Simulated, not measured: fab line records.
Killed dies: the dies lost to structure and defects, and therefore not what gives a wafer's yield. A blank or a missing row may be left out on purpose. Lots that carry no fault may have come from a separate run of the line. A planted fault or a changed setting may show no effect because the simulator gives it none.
fab line records	flow n5-finfet
record: lots: 7	wafers: 21
route steps=1938 shown BEOL_M7@1289 BEOL_M8@1377 BEOL_M9@1408 BEOL_M10@1509 BEOL_M11@1541
start-h: the number of hours between the record's first day and the start of the first shown wafer of the lot	wait-h: hours elapsed since this lot's preceding step	" repeats the value in the row above	L1.1+2: a single row standing in for several wafers	- either no value or no given start	* or withheld: withheld	< > ~ a bound
route shown NAME@n: a module of which the file shows steps, and the number in the route of the first	usual: mean/standard deviation taken from wafers without a fault	same: alike in all rows	chamber/n: place in a boat	sites: the reading at each site	_std_site: the values' standard deviation	_edge_site: mean of outer sites minus mean of inner sites	radius-mm: how far each site lies from the wafer's centre	mask NAME#n: copy n	behind: the last tool/chamber to shape the wafer	hold: what put the lot on hold/how long, in hours/how the hold closed	device: the n, p or np transistor that did not switch	end of line: the route-end tests of the same wafers	where a step has no rows: the recipe by itself	killed: the dies lost at the first sort to structure and to defects; this is not the yield of the wafer	map: a wafer's dies, marking killed ones x, the rest . and places with no die _
set.NAME: the setting as run; set.NAME@STEP: as run at that earlier step	model.NAME: the simulator's own value behind a step, which no gauge read
lots whose settings were changed on purpose; a table a step, a row a wafer
== steps ==
step: N5_BEOL_M7_COAT_71
recipe: resist: underlayer	temp-c: 205	time-s: 60	spin-rpm: 1500	resist-thk-nm: 5
lot.wafer	tool	chamber	start-h	wait-h	set.spin-rpm
L074.1	litho-track-03	0	-	-	1500
L074.2+4	"	0	"	"	1627
L081.2+5	litho-track-03	0	-	-	1390
L081.3	"	0	"	"	1500
L088.2+6	litho-track-02	0	-	-	1500
L088.3	"	0	"	"	1412
L089.2+3	litho-track-02	0	-	-	1500
L089.4	"	0	"	"	1545
L091.2+4+5	litho-track-05	0	-	-	1425
L094.1	litho-track-02	0	-	-	1655
L094.4+6	"	0	"	"	1500
L096.1+4+6	litho-track-02	0	-	-	1500
step: N5_BEOL_M7_DESCUM_33
recipe: chemistry: O2	time-s: 7	source-power-w: 50	bias-power-w: 20	pressure-mtorr: 20	rf-frequency-hz: 2.712e+07	temp-c: 40	resist: CAR-EUV	o2-flow-sccm: 225
lot.wafer	tool	chamber	start-h	wait-h	set.time-s	model.CAR-EUV_of_BEOL_M7_COAT_22.thk-nm
L074.1+4	rie-diel-05	3,0	192.39	0.3	7	26.2
L074.2	"	1	"	"	5.558	26.8
L081.2+3+5	rie-diel-02	1,3,2	258.03	0.0	7	26.2
L088.2+3	rie-diel-03	1,3	285.20	0.0	8.234	25.4
L088.6	"	2	"	"	7	26.2
L089.2+3+4	rie-diel-03	3,0,0	301.50	0.1	7	26.2
L091.2+5	rie-diel-02	0	309.46	0.2	7	26.2
L091.4	"	1	"	"	7	26
L094.1	rie-diel-03	0	328.27	0.0	7	26.2
L094.4+6	"	2,1	"	"	6.284	26.6
L096.1	rie-diel-05	1	346.10	0.0	7	26
L096.4+6	"	3,0	"	"	7	26.2
step: N5_BEOL_M7_ETCH_72
recipe: chemistry: N2/H2	target: underlayer	target-depth-a: 65	mask-material: CAR-EUV	time-s: 5.2	ion-energy-ev: 200	pressure-mtorr: 30	source-w: 840	bias-w: 150	n2-flow-sccm: 200	h2-flow-sccm: 200	ends: cleared
lot.wafer	tool	chamber	start-h	wait-h	set.spin-rpm@BEOL_M7_COAT_71	set.time-s@BEOL_M7_DESCUM_33	model.etch.depth-nm	model.CAR-EUV_of_BEOL_M7_COAT_22.thk-nm
L074.1	rie-diel-05	3	192.43	0.0	1500	7	5.03	20.4
L074.2	"	1	"	"	1627	5.558	4.803	21.4
L074.4	"	0	"	"	1627	7	4.81	20.6
L081.2	rie-diel-02	1	258.06	0.0	1390	7	5.195	20.2
L081.3	"	3	"	"	1500	7	5.008	20.4
L081.5	"	2	"	"	1390	7	5.192	20.2
L088.2	rie-diel-03	1	285.23	0.0	1500	8.234	5.008	19.8
L088.3	"	3	"	"	1412	8.234	5.17	19.6
L088.6	"	2	"	"	1500	7	5.019	20.4
L089.2	rie-diel-03	3	301.53	0.0	1500	7	5.009	20.4
L089.3	"	0	"	"	1500	7	4.998	20.4
L089.4	"	0	"	"	1545	7	4.937	20.6
L091.2	rie-diel-02	0	309.50	0.0	1425	7	5.122	20.2
L091.4	"	1	"	"	1425	7	5.125	20.2
L091.5	"	0	"	"	1425	7	5.111	20.2
L094.1	rie-diel-03	0	328.31	0.0	1655	7	4.756	20.6
L094.4	"	2	"	"	1500	6.284	4.99	20.8
L094.6	"	1	"	"	1500	6.284	5.005	20.8
L096.1	rie-diel-05	1	346.13	0.0	1500	7	5.005	20.4
L096.4	"	3	"	"	1500	7	5.019	20.4
L096.6	"	0	"	"	1500	7	5.016	20.4
step: N5_BEOL_M7_ETCH_65
recipe: chemistry: CF4	target: SiARC	target-depth-a: 156	mask-material: CAR-EUV	time-s: 26	ion-energy-ev: 80	pressure-mtorr: 40	source-w: 545	bias-w: 36	Ar_flow_sccm: 100	cf4-flow-sccm: 100	ends: cleared
lot.wafer	tool	chamber	start-h	wait-h	set.spin-rpm@BEOL_M7_COAT_71	set.time-s@BEOL_M7_DESCUM_33	model.CAR-EUV_of_BEOL_M7_COAT_22.thk-nm
L074.1	rie-diel-05	3	192.45	0.0	1500	7	11.2
L074.2	"	1	"	"	1627	5.558	12.2
L074.4	"	0	"	"	1627	7	11.4
L081.2	rie-diel-02	1	258.08	0.0	1390	7	11
L081.3	"	3	"	"	1500	7	11.4
L081.5	"	2	"	"	1390	7	11.2
L088.2	rie-diel-03	1	285.25	0.0	1500	8.234	10.6
L088.3	"	3	"	"	1412	8.234	10.4
L088.6	"	2	"	"	1500	7	11.2
L089.2+3	rie-diel-03	3,0	301.55	0.0	1500	7	11.2
L089.4	"	0	"	"	1545	7	11.4
L091.2+4+5	rie-diel-02	0,1,0	309.51	0.0	1425	7	11
L094.1	rie-diel-03	0	328.33	0.0	1655	7	11.4
L094.4+6	"	2,1	"	"	1500	6.284	11.6
L096.1+4+6	rie-diel-05	1,3,0	346.15	0.0	1500	7	11.2
step: N5_BEOL_M8_TRENCH_ETCH_37
recipe: chemistry: C4F6/O2	target-depth-a: 934.78	target: SiCOH_lowk	time-s: 31.2	ion-energy-ev: 250	pressure-mtorr: 30	source-w: 345	bias-w: 185	Ar_flow_sccm: 300	C4F6_flow_sccm: 10	O2_flow_sccm: 10
lot.wafer	tool	chamber	start-h	wait-h	set.time-s	model.etch.depth-nm	model.BEOL_M8.feature-depth-nm
L074.1	rie-diel-06	3	-	-	36.75	110.3	110.4
L074.2	"	1	"	"	31.2	95.4	95.4
L074.4	"	0	"	"	31.2	93.43	93.4
L081.2	rie-diel-04	0	-	-	27.36	80.9	80.8
L081.3	"	2	"	"	27.36	76.8	76.8
L081.5	"	1	"	"	31.2	95.67	95.6
L088.2	rie-diel-06	2	-	-	31.2	97.98	98
L088.3	"	0	"	"	31.2	91.5	91.4
L088.6	"	3	"	"	31.2	93.34	93.4
L089.2	rie-diel-04	3	-	-	31.2	91.53	91.6
L089.3	"	0	"	"	34.15	101.6	101.6
L089.4	"	2	"	"	31.2	88.97	89
L091.2	rie-diel-06	3	-	-	33.48	98.53	98.6
L091.4	"	2	"	"	31.2	97.06	97
L091.5	"	3	"	"	33.48	99.7	99.6
L094.1	rie-diel-06	0	-	-	31.2	98.16	98.2
L094.4	"	2	"	"	31.2	97.46	97.4
L094.6	"	0	"	"	31.2	98.21	98.2
L096.1	rie-diel-06	1	-	-	31.2	91.98	92
L096.4	"	3	"	"	31.2	91.34	91.4
L096.6	"	0	"	"	31.2	97.18	97.2
step: N5_BEOL_M8_ETCH_41
recipe: chemistry: CH3F/O2	target: SiCN	target-depth-a: 319	taper-deg: 2	time-s: 57.8	ion-energy-ev: 120	mask-material: TiN	pressure-mtorr: 30	source-w: 395	bias-w: 75	Ar_flow_sccm: 150	CH3F_flow_sccm: 30	O2_flow_sccm: 20
step: N5_BEOL_M8_STRIP_80
recipe: chemistry: N2/H2	time-s: 10	power-w: 450	temp-c: 40	pressure-mtorr: 20	rf-frequency-hz: 6e+07	bias-power-w: 7	n2-flow-sccm: 200	h2-flow-sccm: 200
step: N5_BEOL_M8_OCD_MEAS_38
usual: trench-depth-nm: 93.9/2.3
lot.wafer	tool	chamber	start-h	wait-h	set.time-s@BEOL_M8_TRENCH_ETCH_37	trench-depth-nm
L074.1	ocd-01	-	200.37	-	36.75	110.0
L074.2	"	-	"	"	31.2	95.8
L074.4	"	-	"	"	31.2	93.4
L081.2	ocd-01	-	269.12	-	27.36	81.1
L081.3	"	-	"	"	27.36	76.8
L081.5	"	-	"	"	31.2	95.8
L088.2	ocd-02	-	292.33	-	31.2	98.1
L088.3	"	-	"	"	31.2	91.3
L088.6	"	-	"	"	31.2	92.9
L089.2	ocd-01	-	309.65	-	31.2	91.2
L089.3	"	-	"	"	34.15	102.0
L089.4	"	-	"	"	31.2	89.1
L091.2	ocd-01	-	318.54	-	33.48	98.6
L091.4	"	-	"	"	31.2	96.6
L091.5	"	-	"	"	33.48	99.7
L094.1	ocd-02	-	338.21	-	31.2	98.1
L094.4	"	-	"	"	31.2	97.4
L094.6	"	-	"	"	31.2	98.0
L096.1	ocd-02	-	354.04	-	31.2	91.6
L096.4	"	-	"	"	31.2	90.8
L096.6	"	-	"	"	31.2	97.0
step: N5_BEOL_M8_HM_STRIP_39
recipe: chemistry: peroxide-tin-strip	material: TiN	target-depth-a: 250	temp-c: 50	time-s: 158
step: N5_BEOL_M8_SRD_40
recipe: time-s: 30	temp-c: 23	rinse-liquid: diw	dry: ipa-marangoni
step: N5_BEOL_M8_ECD_50
recipe: material: Cu	target-thk-a: 3000
step: N5_BEOL_M8_ANNEAL_51
recipe: temp-c: 225	time-s: 90	ambient: N2
step: N5_BEOL_M8_CMP_52
recipe: stop-on: SiCOH_lowk	t-overpolish-s: 6.9	down-force-psi: 1	platen-rpm: 50	clearing-platen-down-force-psi: 1.5	clearing-platen-rpm: 50	post-cmp-clean: cu-alkaline	target-thk-nm: 80	clearing-platen-pad-velocity-m-s: 0.99484	pad-velocity-m-s: 0.99484
lot.wafer	tool	chamber	start-h	wait-h	set.time-s@BEOL_M8_TRENCH_ETCH_37	model.Cu_of_BEOL_M8_ECD_50.thk-nm
L074.1	cmp-01	1	204.37	0.3	36.75	96
L074.4	"	2	"	"	31.2	80.2
L074.2	"	3	"	"	31.2	81.4
L081.3	cmp-02	0	273.59	0.2	27.36	62.8
L081.2	"	1	"	"	27.36	67.4
L081.5	"	3	"	"	31.2	80.6
L088.2	cmp-02	0	294.56	0.2	31.2	85.8
L088.3	"	2	"	"	31.2	76.6
L088.6	"	0	"	"	31.2	81
L089.2	cmp-01	2	312.57	0.2	31.2	77.6
L089.4	"	3	"	"	31.2	75.2
L089.3	"	1	"	"	34.15	87.6
L091.4	cmp-01	3	322.29	0.1	31.2	82.2
L091.2	"	0	"	"	33.48	84.4
L091.5	"	3	"	"	33.48	85
L094.4	cmp-02	1	340.27	0.2	31.2	83.8
L094.1	"	3	"	"	31.2	83
L094.6	"	0	"	"	31.2	86
L096.1	cmp-04	0	356.15	0.3	31.2	78.6
L096.4	"	3	"	"	31.2	77.6
L096.6	"	1	"	"	31.2	82.8
step: N5_BEOL_M8_THK_MEAS_53
recipe: thk-meas-gauge: xrf	reads: Cu_of_BEOL_M8_ECD_50
usual: M8_THK: 80.9/2.6
lot.wafer	tool	chamber	start-h	wait-h	set.time-s@BEOL_M8_TRENCH_ETCH_37	M8_THK[nm]
L074.1	film-metro-02	-	204.62	-	36.75	97.3
L074.2	"	-	"	"	31.2	82.3
L074.4	"	-	"	"	31.2	81.4
L081.2	film-metro-01	-	273.81	-	27.36	68.3
L081.3	"	-	"	"	27.36	63.6
L081.5	"	-	"	"	31.2	81.5
L088.2	film-metro-02	-	294.82	-	31.2	87.0
L088.3	"	-	"	"	31.2	77.5
L088.6	"	-	"	"	31.2	82.1
L089.2	film-metro-02	-	312.86	-	31.2	78.2
L089.3	"	-	"	"	34.15	88.7
L089.4	"	-	"	"	31.2	76.3
L091.2	film-metro-01	-	322.58	-	33.48	86.4
L091.4	"	-	"	"	31.2	84.3
L091.5	"	-	"	"	33.48	86.5
L094.1	film-metro-01	-	340.53	-	31.2	83.9
L094.4	"	-	"	"	31.2	84.9
L094.6	"	-	"	"	31.2	87.2
L096.1	film-metro-01	-	356.44	-	31.2	79.4
L096.4	"	-	"	"	31.2	78.4
L096.6	"	-	"	"	31.2	83.8
step: N5_BEOL_M9_COAT_05
recipe: resist: CAR-ArF	spin-rpm: 1500	resist-thk-nm: 90
lot.wafer	tool	chamber	start-h	wait-h	set.spin-rpm	model.CAR-ArF_of_BEOL_M9_COAT_05.thk-nm
L074.1+4	litho-track-01	0	-	-	1500	90
L074.2	"	0	"	"	1500	90.4
L081.2+5	litho-track-05	0	-	-	1500	89.8
L081.3	"	0	"	"	1408	92.8
L088.2	litho-track-01	0	-	-	1500	90
L088.3	"	0	"	"	1500	89.8
L088.6	"	0	"	"	1622	86.6
L089.2	litho-track-05	0	-	-	1500	90.6
L089.3	"	0	"	"	1500	90.2
L089.4	"	0	"	"	1500	90.4
L091.2	litho-track-02	0	-	-	1548	89
L091.4	"	0	"	"	1548	88.6
L091.5	"	0	"	"	1500	90.4
L094.1	litho-track-05	0	-	-	1500	90
L094.4	"	0	"	"	1500	90.2
L094.6	"	0	"	"	1500	90.4
L096.1+6	litho-track-05	0	-	-	1500	89.8
L096.4	"	0	"	"	1500	89.6
step: N5_BEOL_M9_EBR_07
recipe: solvent: PGMEA	ebr-width-mm: 1.5
step: N5_BEOL_M9_SOFTBAKE_06
recipe: temp-c: 110	time-s: 60	resist: CAR-ArF
step: N5_BEOL_M9_DESCUM_16
recipe: chemistry: O2	time-s: 7.9	source-power-w: 50	bias-power-w: 20	pressure-mtorr: 20	rf-frequency-hz: 2.712e+07	temp-c: 40	resist: CAR-ArF	o2-flow-sccm: 225
step: N5_BEOL_M9_ETCH_61
recipe: chemistry: CF4	target: SiARC	target-depth-a: 390	mask-material: CAR-ArF	time-s: 65	ion-energy-ev: 80	pressure-mtorr: 40	source-w: 545	bias-w: 36	Ar_flow_sccm: 100	cf4-flow-sccm: 100	ends: cleared
lot.wafer	tool	chamber	start-h	wait-h	set.spin-rpm@BEOL_M9_COAT_05	model.CAR-ArF_of_BEOL_M9_COAT_05.thk-nm
L074.1+4	rie-diel-05	0	207.35	0.0	1500	55.6
L074.2	"	2	"	"	1500	55.8
L081.2	rie-diel-02	3	275.50	0.0	1500	55.2
L081.3	"	2	"	"	1408	58.4
L081.5	"	1	"	"	1500	55.4
L088.2+3	rie-diel-05	3,1	297.33	0.0	1500	55.6
L088.6	"	2	"	"	1622	52.2
L089.2+4	rie-diel-03	1,0	316.02	0.0	1500	56
L089.3	"	2	"	"	1500	55.8
L091.2	rie-diel-02	0	325.18	0.0	1548	54.6
L091.4	"	3	"	"	1548	54.2
L091.5	"	3	"	"	1500	56
L094.1	rie-diel-05	3	342.54	0.0	1500	55.6
L094.4	"	2	"	"	1500	55.8
L094.6	"	0	"	"	1500	56
L096.1	rie-diel-05	2	358.11	0.0	1500	55.6
L096.4+6	"	3	"	"	1500	55.4
step: N5_BEOL_M10_VIA_ETCH_34
recipe: chemistry: C4F6/O2	target: SiCOH_lowk	target-depth-a: 1845	mask-material: SOC	taper-deg: 4	time-s: 69.2	ion-energy-ev: 250	pressure-mtorr: 30	source-w: 345	bias-w: 185	Ar_flow_sccm: 300	C4F6_flow_sccm: 10	O2_flow_sccm: 10
usual: rf-vpp-V: 661/19
lot.wafer	tool	chamber	start-h	wait-h	set.source-w	rf-vpp-V
L074.1	rie-diel-01	0	215.10	0.0	345	679
L074.2	"	2	"	"	345	641
L074.4	"	1	"	"	345	675
L081.2	rie-diel-01	1	285.48	0.0	345	676
L081.3	"	3	"	"	312.8	708
L081.5	"	0	"	"	312.8	715
L088.2	rie-diel-01	3	309.71	0.0	345	673
L088.3	"	1	"	"	320	702
L088.6	"	0	"	"	345	680
L089.2	rie-diel-01	1	328.52	0.0	345	675
L089.3	"	0	"	"	287	748
L089.4	"	3	"	"	345	673
L091.2	rie-diel-01	0	337.85	0.0	328.2	697
L091.4	"	0	"	"	345	679
L091.5	"	1	"	"	345	676
L094.1	rie-diel-04	2	351.17	0.0	345	654
L094.4	"	3	"	"	295.5	695
L094.6	"	1	"	"	295.5	753
L096.1	rie-diel-01	0	368.60	0.0	345	679
L096.4	"	1	"	"	345	676
L096.6	"	1	"	"	345	676
step: N5_BEOL_M10_TRENCH_ETCH_37
recipe: chemistry: C4F6/O2	target-depth-a: 1488.3	target: SiCOH_lowk	time-s: 48	ion-energy-ev: 250	pressure-mtorr: 30	source-w: 345	bias-w: 185	Ar_flow_sccm: 300	C4F6_flow_sccm: 10	O2_flow_sccm: 10
usual: rf-vpp-V: 662/19
lot.wafer	tool	chamber	start-h	wait-h	set.bias-w	rf-vpp-V
L074.1	rie-diel-01	0	-	-	185	681
L074.2	"	2	"	"	185	640
L074.4	"	1	"	"	198.2	715
L081.2	rie-diel-01	1	-	-	185	676
L081.3	"	3	"	"	185	672
L081.5	"	0	"	"	185	681
L088.2	rie-diel-01	3	-	-	185	673
L088.3	"	1	"	"	185	677
L088.6	"	0	"	"	202.3	730
L089.2	rie-diel-01	1	-	-	185	676
L089.3	"	0	"	"	185	680
L089.4	"	3	"	"	185	672
L091.2	rie-diel-01	0	-	-	206.2	742
L091.4	"	0	"	"	206.2	741
L091.5	"	1	"	"	185	675
L094.1	rie-diel-04	2	-	-	171.7	616
L094.4	"	3	"	"	171.7	606
L094.6	"	1	"	"	185	696
L096.1	rie-diel-01	0	-	-	185	680
L096.4	"	1	"	"	185	676
L096.6	"	1	"	"	185	675
step: N5_BEOL_M11_COAT_59
recipe: resist: SOC	temp-c: 250	time-s: 60	spin-rpm: 1500	resist-thk-nm: 100
lot.wafer	tool	chamber	start-h	wait-h	set.spin-rpm	model.SOC_of_BEOL_M11_COAT_59.thk-nm
L074.1+2+4	litho-track-01	0	220.04	0.1	1500	100.2
L081.2	litho-track-02	0	289.41	0.1	1500	99.6
L081.3	"	0	"	"	1500	99.8
L081.5	"	0	"	"	1348	105.2
L088.2+6	litho-track-01	0	315.66	0.1	1436	102
L088.3	"	0	"	"	1436	102.2
L089.2	litho-track-02	0	333.29	0.1	1500	100.4
L089.3	"	0	"	"	1500	100.6
L089.4	"	0	"	"	1375	105
L091.2	litho-track-01	0	342.16	0.1	1500	99.8
L091.4	"	0	"	"	1426	102.4
L091.5	"	0	"	"	1500	100
L094.1+4+6	litho-track-02	0	355.89	0.1	1500	100.2
L096.1	litho-track-04	0	372.60	0.1	1500	99.8
L096.4+6	"	0	"	"	1500	99.6
== key ==
split: step: N5_BEOL_M7_COAT_71	setting: spin-rpm	stated: 1500	by: wafer
response: step: N5_BEOL_M7_ETCH_72	reading: model.etch.depth-nm	change: -0.0249	per: 1%	r: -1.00
response: step: N5_BEOL_M7_ETCH_72	reading: model.CAR-EUV_of_BEOL_M7_COAT_22.thk-nm	slope: +0.0245	per: 1%	together-with: time-s@BEOL_M7_DESCUM_33	explained: 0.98
response: step: N5_BEOL_M7_ETCH_65	reading: model.CAR-EUV_of_BEOL_M7_COAT_22.thk-nm	slope: +0.0271	per: 1%	together-with: time-s@BEOL_M7_DESCUM_33	explained: 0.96
split: step: N5_BEOL_M7_DESCUM_33	setting: time-s	stated: 7	by: wafer
response: step: N5_BEOL_M7_DESCUM_33	reading: model.CAR-EUV_of_BEOL_M7_COAT_22.thk-nm	change: -0.0364	per: 1%	r: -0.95
response: step: N5_BEOL_M7_ETCH_72	reading: model.CAR-EUV_of_BEOL_M7_COAT_22.thk-nm	change: -0.0392	per: 1%	r: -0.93
response: step: N5_BEOL_M7_ETCH_65	reading: model.CAR-EUV_of_BEOL_M7_COAT_22.thk-nm	slope: -0.0381	per: 1%	together-with: spin-rpm@BEOL_M7_COAT_71	explained: 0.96
split: step: N5_BEOL_M8_TRENCH_ETCH_37	setting: time-s	stated: 31.2	by: wafer
response: step: N5_BEOL_M8_TRENCH_ETCH_37	reading: model.etch.depth-nm	change: +1	per: 1%	r: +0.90
response: step: N5_BEOL_M8_TRENCH_ETCH_37	reading: model.BEOL_M8.feature-depth-nm	change: +1	per: 1%	r: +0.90
response: step: N5_BEOL_M8_OCD_MEAS_38	reading: trench-depth-nm	change: +1	per: 1%	r: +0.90
response: step: N5_BEOL_M8_CMP_52	reading: model.Cu_of_BEOL_M8_ECD_50.thk-nm	change: +0.958	per: 1%	r: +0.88
response: step: N5_BEOL_M8_THK_MEAS_53	reading: M8_THK	change: +0.968	per: 1%	r: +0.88
split: step: N5_BEOL_M9_COAT_05	setting: spin-rpm	stated: 1500	by: wafer
response: step: N5_BEOL_M9_COAT_05	reading: model.CAR-ArF_of_BEOL_M9_COAT_05.thk-nm	change: -0.442	per: 1%	r: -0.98
response: step: N5_BEOL_M9_ETCH_61	reading: model.CAR-ArF_of_BEOL_M9_COAT_05.thk-nm	change: -0.454	per: 1%	r: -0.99
split: step: N5_BEOL_M10_VIA_ETCH_34	setting: source-w	stated: 345	by: wafer
response: step: N5_BEOL_M10_VIA_ETCH_34	reading: rf-vpp-V	change: -4.39	per: 1%	r: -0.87
split: step: N5_BEOL_M10_TRENCH_ETCH_37	setting: bias-w	stated: 185	by: wafer
response: step: N5_BEOL_M10_TRENCH_ETCH_37	reading: rf-vpp-V	change: +7.11	per: 1%	r: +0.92
split: step: N5_BEOL_M11_COAT_59	setting: spin-rpm	stated: 1500	by: wafer
response: step: N5_BEOL_M11_COAT_59	reading: model.SOC_of_BEOL_M11_COAT_59.thk-nm	change: -0.537	per: 1%	r: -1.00
